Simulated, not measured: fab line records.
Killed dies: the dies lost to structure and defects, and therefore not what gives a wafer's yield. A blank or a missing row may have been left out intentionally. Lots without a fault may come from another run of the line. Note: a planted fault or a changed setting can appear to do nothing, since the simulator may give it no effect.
Which of the tools did it? -- flow n5-finfet -- 12 lots, 36 wafers sampled, at 3 steps of a route of 1938

## WHAT EACH GAUGE READ, for each wafer
N5_DUMMY_GATE_CD_MEAS_15: target cd 25.8 nm.
lot,measured,on,cd-nm (nm)
L075,day 3 04:20,cd-sem-02,25.23 25.43 24.53
L077,day 3 20:28,cd-sem-01,25.38 24.95 24.86
L079,day 4 07:00,cd-sem-01,24.91 25.36 24.75
L081,day 4 14:55,cd-sem-03,25.36 25.41 24.95
L083,day 5 07:13,cd-sem-01,25.45 25.50 25.20
L085,day 5 18:31,cd-sem-02,24.83 24.87 25.06
L087,day 6 05:35,cd-sem-02,25.16 24.76 25.59
L089,day 6 16:07,cd-sem-02,25.28 24.95 25.07
L091,day 7 07:29,cd-sem-03,25.12 24.98 24.93
L093,day 7 17:41,cd-sem-02,25.77 25.39 25.22
L095,day 8 04:29,cd-sem-02,24.87 25.12 25.55
L097,day 8 17:47,cd-sem-02,25.43 24.98 25.29

## WHICH TOOL RAN EACH LOT (tool, then ch and the chambers of the sampled wafers, then the start)
lot,N5_FIN_CUT_PRECLEAN_35,N5_DUMMY_GATE_ALD_02
L075,"vapor-etch-02 ch 0,1, day 2 09:45","ald-sin-04 ch 1,3, day 2 19:56"
L077,"vapor-etch-02 ch 0,1, day 2 22:28","ald-sin-01 ch 0,1,2, day 3 10:08"
L079,"vapor-etch-01 ch 0,1, day 3 12:06","ald-sin-01 ch 0,2,3, day 3 22:37"
L081,"vapor-etch-02 ch 0,1, day 3 20:46","ald-sin-01 ch 1,2, day 4 06:11"
L083,"vapor-etch-01 ch 0,1, day 4 09:47","ald-sin-02 ch 0,1,3, day 4 21:00"
L085,"vapor-etch-01 ch 0,1, day 5 00:53","ald-sin-04 ch 0,2,3, day 5 10:06"
L087,"vapor-etch-01 ch 0,1, day 5 11:46","ald-sin-01 ch 0,1,2, day 5 21:11"
L089,"vapor-etch-01 ch 1, day 5 21:45","ald-sin-02 ch 1,3, day 6 07:45"
L091,"vapor-etch-01 ch 0,1, day 6 11:34","ald-sin-01 ch 0,3, day 6 21:22"
L093,"vapor-etch-02 ch 0,1, day 6 22:54","ald-sin-01 ch 0,1, day 7 08:08"
L095,"vapor-etch-01 ch 0, day 7 09:31","ald-sin-01 ch 0,2,3, day 7 20:04"
L097,"vapor-etch-01 ch 0,1, day 7 22:02","ald-sin-02 ch 0,1,3, day 8 07:28"
- N5_FIN_CUT_PRECLEAN_35: cleans in vHF, time 13.3 s.
- N5_DUMMY_GATE_ALD_02: deposits SiO2, target thk 2 nm, pulse time 1 s.

## THE ANSWER, worked out from the rows above alone
Rule: usual is defined by the lots themselves. The widest of any qualifying gaps counts: lots, ordered by their means at a reading, are off when they make up no more than a third of the lots, leave a main group of 4 or more, and stand apart from it by 3 or more times the standard deviation of that group's means. A main group whose means are all the same, to the digits that the tables above print for the reading, isn't used. A lot without any number at a reading at which 4 lots or more have one is off too. Where the step has rows for the other lots, those lots are counted as sound.
No lot is off at any reading shown: from this, nothing can be told.

## WHAT WAS PUT IN BY THE SIMULATOR
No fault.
